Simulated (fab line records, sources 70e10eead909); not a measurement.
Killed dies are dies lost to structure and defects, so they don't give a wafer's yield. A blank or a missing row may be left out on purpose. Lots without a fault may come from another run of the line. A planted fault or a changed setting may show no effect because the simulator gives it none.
fab line records | flow nand_harc
record lots=6 wafers=18 last_day=24
route steps=1159 shown A_CONTACT@948 END@1159
lots that met no fault: from a run of the same line without faults
start_h: hours from the record's first day to the start of the lot's first wafer shown | wait_h: hours since the lot's step before | " the same as in the row above | L1.1+2: a row that stands for several wafers | - no value, or no start given | * or withheld: withheld | < > ~ a bound
route shown NAME@n: a module of which the file shows steps, and the number in the route of the first | usual: mean/standard deviation of fault-free wafers | same: alike in all rows | chamber/n: place in a boat | sites: the reading at each site | _std_site: their standard deviation | _edge_site: outer sites' mean less inner sites' | radius_mm: how far each site lies from the wafer's centre | mask NAME#n: copy n | behind: the tool/chamber that last shaped the wafer | hold: why the lot was held/for how many hours/how that ended | device: the transistor (n, p or np) that didn't switch | end of line: the same wafers' tests at the end of the route | a step without rows: its recipe alone | killed: dies lost to structure and defects at the first sort, not the wafer's yield | map: a wafer's dies, x killed, . not, _ none there
set.NAME: the setting as run; set.NAME@STEP: as run at that earlier step | model.NAME: the simulator's own value behind a step, which no gauge read
lots at some steps of the route; a table a step, a row a wafer
services: from which hour (start_h, from the record's first day; less than 0 if before it) a tool's chamber was out of use, for how many hours, and why
## steps
# step NHARC_A_CONTACT_ETCH_139
# recipe source_w=withheld pressure_mtorr=20 bias_v=400 time_s=137 target_depth_a=5900 ar_flow_sccm=withheld c4f8_flow_sccm=11.5 o2_flow_sccm=7.2 chemistry=C4F8/O2/Ar
# step NHARC_A_CONTACT_ETCH_92
# recipe target_depth_a=400 over_etch_frac=0.5 time_s=85.7 ion_energy_ev=120 ch3f_flow_sccm=50 o2_flow_sccm=30 ar_flow_sccm=200 rf_w=500 bias_w=100 chemistry=CH3F/O2
# usual chamber_pressure_mTorr=24.998/0.021 drypump_motor_current_A=5.7/0.37 oes_product_au=0.95/0.034 rf_vpp_V=244.7/1.4 showerhead_plenum_p_Torr=2.48/0.088 throttle_valve_pct=20.662/0.0095
# columns lot.wafer tool chamber start_h wait_h chamber_pressure_mTorr drypump_motor_current_A oes_product_au rf_hours_counter_h rf_vpp_V showerhead_plenum_p_Torr throttle_valve_pct
L596.1 rie_diel-04 2 395.47 0.4 24.999 5.6 0.93 42 242.6 2.38 20.670
L596.4 " 0 " " 24.971 6.0 0.93 40 243.9 2.50 20.666
L596.3 " 1 " " 24.958 5.0 0.93 41 243.1 2.41 20.662
L593.1 rie_diel-04 3 397.47 0.3 25.025 6.2 0.93 41 244.8 2.46 20.664
L593.2 " 1 " " 24.988 5.0 0.93 41 244.2 2.41 20.656
L593.4 " 2 " " 24.957 5.6 0.94 42 243.1 2.38 20.653
L604.4 rie_diel-11 1 475.87 0.3 24.993 5.5 0.93 33 244.1 2.49 20.665
L604.6 " 1 " " 25.055 5.5 0.93 - 245.0 2.49 20.673
L604.5 " 2 " " 24.961 6.1 0.92 - 246.7 2.60 20.652
L605.1 rie_diel-03 2 480.46 0.4 24.994 5.4 0.99 13 246.4 2.54 20.644
L605.2 " 3 " " 25.031 6.4 0.99 13 244.8 2.53 20.663
L605.3 " 1 " " 24.968 5.5 1.00 11 246.9 2.61 20.659
L612.3 rie_diel-04 3 515.74 0.3 25.001 6.2 0.93 18 242.9 2.45 20.647
L612.2 " 0 " " 25.017 6.0 0.93 17 243.6 2.48 20.649
L612.5 " 2 " " 25.000 5.6 0.92 - 242.0 2.37 20.675
L614.1 rie_diel-03 1 522.77 0.3 24.996 5.5 0.92 20 246.9 2.61 20.652
L614.4 " 0 " " 25.000 5.4 0.93 24 243.4 2.31 20.655
L614.6 " 1 " " 25.048 5.5 0.93 - 245.1 2.61 20.660
# step NHARC_A_CONTACT_ETCH_98
# recipe target_depth_a=200 over_etch_frac=0.5 time_s=10 ion_energy_ev=250 c4f6_flow_sccm=25 o2_flow_sccm=20 ar_flow_sccm=500 rf_w=600 bias_w=500 chemistry=C4F6/O2
# step NHARC_A_CONTACT_CD_MEAS_15
# usual cd_nm=89.7/0.57
# columns lot.wafer tool chamber start_h wait_h cd_nm
L596.1 cd_sem-01 - 395.68 - 89.7
L596.3 " - " " 90.0
L596.4 " - " " 89.7
L593.1 cd_sem-02 - 397.76 - 90.0
L593.2 " - " " 90.1
L593.4 " - " " 89.3
L604.4 cd_sem-01 - 476.17 - 89.3
L604.5 " - " " 89.1
L604.6 " - " " 89.1
L605.1 cd_sem-01 - 480.68 - 89.5
L605.2 " - " " 88.9
L605.3 " - " " 89.5
L612.2 cd_sem-01 - 515.98 - 90.6
L612.3 " - " " 90.7
L612.5 " - " " 90.3
L614.1 cd_sem-03 - 522.99 - 88.9
L614.4 " - " " 89.8
L614.6 " - " " 89.6
# step NHARC_A_CONTACT_STRIP_107
# recipe n2_flow_sccm=150 h2_flow_sccm=150 ar_flow_sccm=0 bias_w=0 chemistry=N2/H2
# step NHARC_A_CONTACT_STRIP_108
# recipe cf4_flow_sccm=100 chf3_flow_sccm=30 ar_flow_sccm=0 bias_w=0 chemistry=CF4/CHF3
# step NHARC_A_CONTACT_STRIP_109
# recipe o2_flow_sccm=400 cos_flow_sccm=20 ar_flow_sccm=0 bias_w=0 chemistry=O2/COS
# step NHARC_A_CONTACT_ETCH_110
# recipe target_depth_a=500 overetch_a=50 time_s=27.5 ion_energy_ev=100 cf4_flow_sccm=80 o2_flow_sccm=20 ar_flow_sccm=0 rf_w=300 bias_w=100 chemistry=CF4/O2
# usual chamber_pressure_mTorr=29.999/0.028 drypump_motor_current_A=5.7/0.37 oes_product_au=1.002/0.0085 rf_vpp_V=198.2/1.3 showerhead_plenum_p_Torr=1.35/0.046 throttle_valve_pct=13.397/0.0092
# columns lot.wafer tool chamber start_h wait_h chamber_pressure_mTorr drypump_motor_current_A oes_product_au rf_hours_counter_h rf_vpp_V showerhead_plenum_p_Torr throttle_valve_pct
L596.3 rie_diel-04 3 396.48 0.1 29.981 6.2 1.016 41 197.9 1.34 13.401
L596.1 " 0 " " 29.997 5.9 1.023 40 199.3 1.36 13.402
L596.4 " 1 " " 30.051 5.0 1.009 41 198.7 1.31 13.402
L593.1 rie_diel-11 2 398.06 0.0 29.987 6.1 1.012 8 199.9 1.42 13.387
L593.4 " 3 " " 30.011 5.9 1.001 7 199.3 1.36 13.389
L593.2 " 0 " " 29.979 5.3 1.010 7 197.5 1.32 13.387
L604.4 rie_diel-11 3 477.84 0.1 29.995 5.9 1.009 36 197.9 1.35 13.386
L604.6 " 1 " " 29.991 5.5 1.024 - 198.7 1.35 13.393
L604.5 " 2 " " 30.038 6.0 1.015 - 199.5 1.41 13.385
L605.2 rie_diel-03 1 480.98 0.1 30.006 5.6 1.006 11 198.8 1.42 13.399
L605.1 " 3 " " 29.965 6.4 0.985 13 198.1 1.38 13.392
L605.3 " 0 " " 29.974 5.4 0.990 14 196.0 1.25 13.391
L612.3 rie_diel-11 0 516.32 0.1 29.953 5.3 1.003 51 199.1 1.31 13.388
L612.2 " 3 " " 29.972 5.9 1.004 49 198.7 1.35 13.392
L612.5 " 1 " " 29.978 5.5 1.008 - 198.1 1.35 13.397
L614.1 rie_diel-03 2 523.28 0.1 29.985 5.4 0.987 22 198.3 1.38 13.393
L614.4 " 1 " " 30.016 5.5 1.003 20 199.3 1.42 13.421
L614.6 " 2 " " 29.982 5.4 0.988 - 198.2 1.38 13.401
# step NHARC_A_CONTACT_STRIP_26
# recipe o2_flow_sccm=500 ar_flow_sccm=0 bias_w=0 chemistry=O2
# usual chamber_pressure_mTorr=60.01/0.055 drypump_motor_current_A=5.7/0.37 oes_product_au=1.001/0.0088 rf_vpp_V=57.8/0.84 showerhead_plenum_p_Torr=3.58/0.12 throttle_valve_pct=17.036/0.0097
# columns lot.wafer tool chamber start_h wait_h chamber_pressure_mTorr drypump_motor_current_A oes_product_au rf_hours_counter_h rf_vpp_V showerhead_plenum_p_Torr throttle_valve_pct
L596.3 rie_diel-04 1 - - 59.96 5.0 1.006 41 58.1 3.47 17.038
L596.1 " 2 " " 60.02 5.7 0.999 42 56.1 3.42 17.037
L596.4 " 3 " " 60.08 6.2 1.005 41 56.7 3.53 17.049
L593.1 rie_diel-11 0 - - 60.18 5.3 1.005 7 56.6 3.50 17.057
L593.4 " 1 " " 59.95 5.6 0.985 7 57.4 3.58 17.037
L593.2 " 3 " " 60.03 5.9 0.990 7 58.5 3.59 17.024
L604.4 rie_diel-11 2 - - 60.08 6.1 1.014 36 58.5 3.72 17.018
L604.6 " 2 " " 60.03 6.1 1.011 - 59.3 3.72 17.044
L604.5 " 3 " " 60.00 5.9 1.010 - 58.4 3.58 17.045
L605.3 rie_diel-03 1 - - 60.01 5.5 0.990 11 57.0 3.74 17.053
L605.2 " 2 " " 60.02 5.4 0.980 13 57.5 3.64 17.027
L605.1 " 0 " " 59.97 5.4 0.988 14 56.3 3.32 17.029
L612.3 rie_diel-11 2 - - 59.92 6.1 1.013 47 56.1 3.72 17.039
L612.2 " 0 " " 60.04 5.3 1.003 51 57.7 3.48 17.027
L612.5 " 2 " " 60.07 6.1 1.006 - 57.7 3.72 17.049
L614.1 rie_diel-03 3 - - 59.97 6.4 0.986 22 58.1 3.63 17.047
L614.4 " 1 " " 59.86 5.6 0.990 20 57.2 3.73 17.035
L614.6 " 0 " " 60.07 5.4 0.982 - 58.1 3.32 17.032
# step NHARC_A_CONTACT_STRIP_27
# recipe time_s=600 temp_c=30 chemistry=post_etch_residue_remover
# step NHARC_A_CONTACT_ALD_18
# recipe target_thk_a=30 pulse_time_s=1 ald_cycles=150 temp_c=450 material=TiN
# usual heater_power_outer_w=663/91 heater_power_w=1049/130 precursor_pulse_height_rel=1.001/0.021 susceptor_temp_C=450.01/0.22
# columns lot.wafer tool chamber start_h wait_h heater_power_outer_w heater_power_w precursor_pulse_height_rel susceptor_temp_C
L596.1 ald_metal-02 1 397.13 - 826 1290 0.983 449.59
L596.4 " 2 " " 595 927 0.981 450.18
L596.3 " 3 " " 542 855 0.981 450.16
L593.4 ald_metal-01 0 398.71 - 605 920 0.980 450.16
L593.2 " 2 " " 640 1029 0.982 449.98
L593.1 " 3 " " 642 989 0.988 450.19
L604.4 ald_metal-01 3 478.50 - 659 1002 0.972 450.00
L604.5 " 2 " " 670 1046 1.004 450.09
L604.6 " 3 " " 659 978 0.984 449.75
L605.2 ald_metal-03 3 481.62 - 643 1034 1.000 -
L605.1 " 0 " " 757 1199 1.029 -
L605.3 " 1 " " 681 1129 0.995 -
L612.2 ald_metal-03 2 517.05 - 678 1110 0.997 449.59
L612.3 " 3 " " 662 1072 1.008 449.85
L612.5 " 0 " " 763 1165 1.020 450.15
L614.4 ald_metal-01 1 523.93 - 604 1076 0.992 450.14
L614.1 " 2 " " 692 1063 1.029 449.83
L614.6 " 2 " " 699 1043 0.985 449.92
# step NHARC_A_CONTACT_CVD_19
# recipe target_thk_a=3000 temp_c=300 pressure_torr=40 wf6_flow_sccm=40 h2_flow_sccm=1600 ar_flow_sccm=1560 time_s=802 material=W
# usual heater_power_outer_w=276/46 heater_power_w=502/63 susceptor_temp_C=299.97/0.19 throttle_valve_pct=7.86/0.19
# columns lot.wafer tool chamber start_h wait_h heater_power_outer_w heater_power_w susceptor_temp_C throttle_valve_pct
L596.1 cvd_w-01 0 - - 341 585 - 7.91
L596.4 " 0 " " 337 587 - 8.05
L596.3 " 1 " " 277 524 - 7.95
L593.2 cvd_w-01 0 - - 343 596 299.90 7.75
L593.1 " 1 " " 287 520 300.05 8.27
L593.4 " 1 " " 287 538 300.16 8.26
L604.4 cvd_w-02 1 - - 225 429 299.92 7.77
L604.5 " 1 " " 219 427 299.96 7.66
L604.6 " 0 " " 253 466 299.92 7.86
L605.1 cvd_w-02 0 - - 250 456 300.15 7.70
L605.2 " 1 " " 222 432 300.02 7.78
L605.3 " 0 " " 254 465 300.12 7.80
L612.2 cvd_w-02 0 - - 257 459 - 7.79
L612.3 " 0 " " 257 461 - 7.77
L612.5 " 0 " " 260 468 - 7.88
L614.1 cvd_w-01 1 - - 312 559 300.06 7.93
L614.4 " 0 " " 348 608 299.74 7.81
L614.6 " 0 " " 342 605 300.01 7.95
# step NHARC_A_CONTACT_CMP_20
# recipe t_overpolish_s=30 target_thk_nm=300
# usual edge_zone_pressure_frac=1.000/0.0055 motor_current_A=12.1/1.3 overpolish_run_s=30.000/0.0085 time_to_endpoint_s=59.6/2.4
# columns lot.wafer tool chamber start_h wait_h edge_zone_pressure_frac motor_current_A overpolish_run_s time_to_endpoint_s
L596.3 cmp-02 0 403.07 0.6 1.011 13.1 29.991 59.0
L596.1 " 1 " " 1.002 14.6 30.004 62.1
L596.4 " 2 " " 1.001 13.1 30.003 61.3
L593.2 cmp-01 3 403.66 0.8 0.992 11.1 30.012 61.4
L593.1 " 1 " " 0.994 13.2 30.001 61.7
L593.4 " 2 " " 0.998 11.2 29.976 58.9
L604.4 cmp-04 3 487.22 0.5 - - - -
L604.6 " 3 " " - - - -
L604.5 " 0 " " - - - -
L605.3 cmp-02 0 487.97 0.5 - - - -
L605.2 " 1 " " - - - -
L605.1 " 2 " " - - - -
L612.3 cmp-02 0 519.08 0.4 0.992 12.8 29.981 55.0
L612.2 " 2 " " 1.000 13.4 29.995 59.7
L612.5 " 0 " " 0.995 13.0 30.009 56.6
L614.4 cmp-02 1 527.46 0.4 1.005 14.0 29.985 64.3
L614.1 " 3 " " 0.992 12.0 30.007 67.7
L614.6 " 1 " " 1.006 15.1 30.010 62.5
# step NHARC_A_CONTACT_SRD_22
# step NHARC_A_CONTACT_INSPECT_23
# usual raw_defect_count=415/120
# columns lot.wafer tool chamber start_h wait_h raw_defect_count
L596.1 defect_inspect-01 - 403.45 0.1 473
L596.3 " - " " 400
L596.4 " - " " 437
L593.1 defect_inspect-02 - 404.07 0.1 363
L593.2 " - " " 396
L593.4 " - " " 448
L604.4 defect_inspect-02 - 487.62 0.1 2489
L604.5 " - " " 2590
L604.6 " - " " 2603
L605.1 defect_inspect-01 - 488.35 0.1 2538
L605.2 " - " " 2522
L605.3 " - " " 2527
L612.2 defect_inspect-01 - 519.48 0.1 285
L612.3 " - " " 325
L612.5 " - " " 446
L614.1 defect_inspect-01 - 527.83 0.1 355
L614.4 " - " " 326
L614.6 " - " " 349
# step NHARC_END_SORT_01
# recipe temp_c=25
# usual killed_at_array=25/9.8 killed_at_other=0.8/1.1 killed_at_periphery=3.3/2.1 killed_dies=29/10 killed_open=3.3/1.8 killed_short=1.9/1.4
# same gross_dies=677
# columns lot.wafer tool chamber start_h wait_h killed_at_array killed_at_other killed_at_periphery killed_dies killed_open killed_short
L605.1 prober-02 0 540.42 2.5 676 0 1 677 1 2
L605.2 prober-02 0 541.22 2.8 675 0 2 677 4 1
L605.3 prober-02 0 542.03 3.1 676 0 1 677 2 3
L604.4 prober-01 0 550.60 3.4 675 0 2 677 0 3
L604.5 prober-01 0 551.40 3.7 670 0 7 677 3 4
L604.6 prober-01 0 552.19 4.0 674 0 3 677 4 1
# killed by level:class
L605.1 A_CONTACT:area_cmp=648 A_SLIT:chamber_film_flake=9 A_STAIRCASE:chamber_film_flake=7 A_CONTACT:chamber_film_flake=6 A_CHANNEL_HOLE_D1:chamber_film_flake=4 P_M0:geometric_particle:short=1 A_SGD_CUT:geometric_particle:open=1 A_CONTACT:geometric_particle:short=1
L605.2 A_CONTACT:area_cmp=643 A_SLIT:chamber_film_flake=11 A_STAIRCASE:chamber_film_flake=6 A_CONTACT:chamber_film_flake=6 A_CHANNEL_HOLE_D1:chamber_film_flake=5 P_GATE:geometric_particle:open=1 A_ONON_D1:geometric_particle:short=1 A_ONON_D1:geometric_particle:open=1
L605.3 A_CONTACT:area_cmp=632 A_SLIT:chamber_film_flake=12 A_STAIRCASE:chamber_film_flake=11 A_CHANNEL_HOLE_D1:chamber_film_flake=8 A_CONTACT:chamber_film_flake=7 A_WL_FILL:geometric_particle:short=2 P_GATE:geometric_particle:open=1 A_CONTACT:geometric_particle:open=1
L604.4 A_CONTACT:area_cmp=660 A_CHANNEL_HOLE_D1:chamber_film_flake=4 A_CONTACT:chamber_film_flake=3 A_ZERO_WELL:chamber_film_flake=2 A_STAIRCASE:chamber_film_flake=2 A_CHANNEL_FILL_D1:geometric_particle:short=1 A_CONTACT:geometric_particle:short=1 A_M0:geometric_particle:short=1
L604.5 A_CONTACT:area_cmp=658 A_CHANNEL_HOLE_D1:chamber_film_flake=8 P_CONTACT:geometric_particle:short=3 P_CONTACT:geometric_particle:open=2 P_STI:chamber_film_flake=2 A_CONTACT:geometric_particle:short=1 A_CONTACT:geometric_particle:open=1 A_ZERO_WELL:chamber_film_flake=1
L604.6 A_CONTACT:area_cmp=660 A_STAIRCASE:chamber_film_flake=3 A_M0:geometric_particle:open=2 A_CHANNEL_HOLE_D1:chamber_film_flake=2 A_CONTACT:chamber_film_flake=2 A_CHANNEL_FILL_D1:geometric_particle:open=1 A_CONTACT:geometric_particle:open=1 A_CONTACT:geometric_particle:short=1
# map L604.4 (x killed, . not)
____________x____________
_________xxxxxxx_________
_______xxxxxxxxxxx_______
______xxxxxxxxxxxxx______
_____xxxxxxxxxxxxxxx_____
____xxxxxxxxxxxxxxxxx____
____xxxxxxxxxxxxxxxxx____
___xxxxxxxxxxxxxxxxxxx___
___xxxxxxxxxxxxxxxxxxx___
__xxxxxxxxxxxxxxxxxxxxx__
__xxxxxxxxxxxxxxxxxxxxx__
_xxxxxxxxxxxxxxxxxxxxxxx_
_xxxxxxxxxxxxxxxxxxxxxxx_
_xxxxxxxxxxxxxxxxxxxxxxx_
_xxxxxxxxxxxxxxxxxxxxxxx_
_xxxxxxxxxxxxxxxxxxxxxxx_
xxxxxxxxxxxxxxxxxxxxxxxxx
xxxxxxxxxxxxxxxxxxxxxxxxx
xxxxxxxxxxxxxxxxxxxxxxxxx
xxxxxxxxxxxxxxxxxxxxxxxxx
xxxxxxxxxxxxxxxxxxxxxxxxx
_xxxxxxxxxxxxxxxxxxxxxxx_
_xxxxxxxxxxxxxxxxxxxxxxx_
_xxxxxxxxxxxxxxxxxxxxxxx_
_xxxxxxxxxxxxxxxxxxxxxxx_
_xxxxxxxxxxxxxxxxxxxxxxx_
__xxxxxxxxxxxxxxxxxxxxx__
__xxxxxxxxxxxxxxxxxxxxx__
___xxxxxxxxxxxxxxxxxxx___
___xxxxxxxxxxxxxxxxxxx___
____xxxxxxxxxxxxxxxxx____
____xxxxxxxxxxxxxxxxx____
_____xxxxxxxxxxxxxxx_____
______xxxxxxxxxxxxx______
_______xxxxxxxxxxx_______
_________xxxxxxx_________
____________x____________
# map L605.1 (x killed, . not)
____________x____________
_________xxxxxxx_________
_______xxxxxxxxxxx_______
______xxxxxxxxxxxxx______
_____xxxxxxxxxxxxxxx_____
____xxxxxxxxxxxxxxxxx____
____xxxxxxxxxxxxxxxxx____
___xxxxxxxxxxxxxxxxxxx___
___xxxxxxxxxxxxxxxxxxx___
__xxxxxxxxxxxxxxxxxxxxx__
__xxxxxxxxxxxxxxxxxxxxx__
_xxxxxxxxxxxxxxxxxxxxxxx_
_xxxxxxxxxxxxxxxxxxxxxxx_
_xxxxxxxxxxxxxxxxxxxxxxx_
_xxxxxxxxxxxxxxxxxxxxxxx_
_xxxxxxxxxxxxxxxxxxxxxxx_
xxxxxxxxxxxxxxxxxxxxxxxxx
xxxxxxxxxxxxxxxxxxxxxxxxx
xxxxxxxxxxxxxxxxxxxxxxxxx
xxxxxxxxxxxxxxxxxxxxxxxxx
xxxxxxxxxxxxxxxxxxxxxxxxx
_xxxxxxxxxxxxxxxxxxxxxxx_
_xxxxxxxxxxxxxxxxxxxxxxx_
_xxxxxxxxxxxxxxxxxxxxxxx_
_xxxxxxxxxxxxxxxxxxxxxxx_
_xxxxxxxxxxxxxxxxxxxxxxx_
__xxxxxxxxxxxxxxxxxxxxx__
__xxxxxxxxxxxxxxxxxxxxx__
___xxxxxxxxxxxxxxxxxxx___
___xxxxxxxxxxxxxxxxxxx___
____xxxxxxxxxxxxxxxxx____
____xxxxxxxxxxxxxxxxx____
_____xxxxxxxxxxxxxxx_____
______xxxxxxxxxxxxx______
_______xxxxxxxxxxx_______
_________xxxxxxx_________
____________x____________
## services
# columns tool chamber start_h hours kind
ald_metal-03 - 373.89 0.6 repair
cmp-01 - 375.50 4.0 pm
rie_diel-11 0 375.62 - clean
rie_diel-11 1 375.62 - clean
rie_diel-11 2 375.62 - clean
rie_diel-11 3 375.62 - clean
cvd_w-02 - 377.86 13.0 pm
rie_diel-03 - 392.33 9.0 pm
rie_diel-11 2 399.95 2.8 repair
cmp-04 - 400.04 4.0 pm
ald_metal-01 2 402.72 64.0 repair
ald_metal-03 1 402.96 13.7 repair
rie_diel-03 1 413.39 7.9 repair
cmp-02 - 440.17 4.0 pm
cmp-01 - 440.52 10.1 repair
rie_diel-11 1 442.47 8.3 repair
ald_metal-01 - 458.01 10.0 pm
rie_diel-04 - 466.06 9.0 pm
ald_metal-01 - 469.65 0.4 repair
cmp-01 - 473.50 4.0 pm
cvd_w-01 - 481.37 13.0 pm
rie_diel-04 - 491.98 0.2 repair
cmp-04 - 498.04 4.0 pm
ald_metal-03 - 500.00 10.0 pm
## key
first_sign step=NHARC_A_CONTACT_CMP_20 reading=tool_record direction=missing
effect step=NHARC_A_CONTACT_INSPECT_23 reading=raw_defect_count direction=up sigmas=18 usual=415 struck=2545
effect step=NHARC_END_SORT_01 reading=killed_at_array direction=up sigmas=66 usual=25 struck=674
more_kills_born_at NHARC_A_CONTACT_CMP_20@cmp-04=1978 NHARC_A_CONTACT_CMP_20@cmp-02=1923
met_at NHARC_A_CONTACT_CMP_20
struck_wafers L604.4,L604.5,L604.6,L605.1,L605.2,L605.3
later_rows_left_out L604.4,L604.5,L604.6,L605.1,L605.2,L605.3
tester_left_out L604,L605
onset_between 403.07 487.22
fault kind=skipped_step_whole tool=cmp-02,cmp-04 chamber=- onset_h=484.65 steps=NHARC_A_CONTACT_CMP_20 scope=struck_lots_only
# tester_left_out: of these lots the tester's yield and bins aren't shown, on N5 and GAA mostly nor the transistor test; their killed dies are dies lost to structure and defects alone, not to doping, threshold or leakage, so they don't give the yield
# later_rows_left_out: the simulator's readings of these wafers behind a module that went badly wrong aren't trusted and aren't shown, but for the sort
